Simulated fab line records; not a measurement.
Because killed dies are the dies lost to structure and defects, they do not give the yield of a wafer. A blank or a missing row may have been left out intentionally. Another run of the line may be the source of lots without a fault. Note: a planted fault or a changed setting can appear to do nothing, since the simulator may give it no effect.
Matching of chambers	flow nand_harc	NHARC_P_BONDPAD_CMP_32 on cmp-01: 4 sister chambers
The step polishes SiCN, target thk 200 nm. 4 wafers are shown with their chamber, then 7 later ones without.

EACH WAFER AND ITS CHAMBER
wafer	chamber	motor_current_A (A)
L081.2	3	10.6
L081.3	0	11.4
L090.1	1	11.9
L090.3	2	10.5

WAFERS MISSING THEIR CHAMBER
wafer	motor_current_A (A)
L090.6	12.3
L093.3	11.5
L093.5	10.3
L093.6	11.0
L096.1	11.2
L096.5	11.0
L096.6	12.4

CHAMBER TAKEN BY EACH
wafer	from the rows above	in truth
L090.6	can't be placed: 1 or 0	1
L093.3	can't be placed: 0 or 1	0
L093.5	can't be placed: 2 or 3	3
L093.6	can't be placed: 0 or 3 or 2 or 1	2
L096.1	can't be placed: 0 or 3 or 2 or 1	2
L096.5	can't be placed: 0 or 3 or 2 or 1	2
L096.6	can't be placed: 1 or 0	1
0 of 7 placed correctly. From these rows, 7 cannot be placed; in 7 the true chamber is one of the candidates. 0 placed wrongly.
How it was worked out, from the rows above alone: a wafer's distance from a chamber is the root of the sum, over the readings, of the square of ((its reading less the chamber's mean) divided by the reading's scatter). The wafer belongs to the nearest chamber; if the next one is less than 2 further off, it can't be placed. A chamber's mean is the mean of its shown wafers. The scatter: root of mean squared gap, hidden wafer to nearest shown wafer, with one shown wafer a chamber.
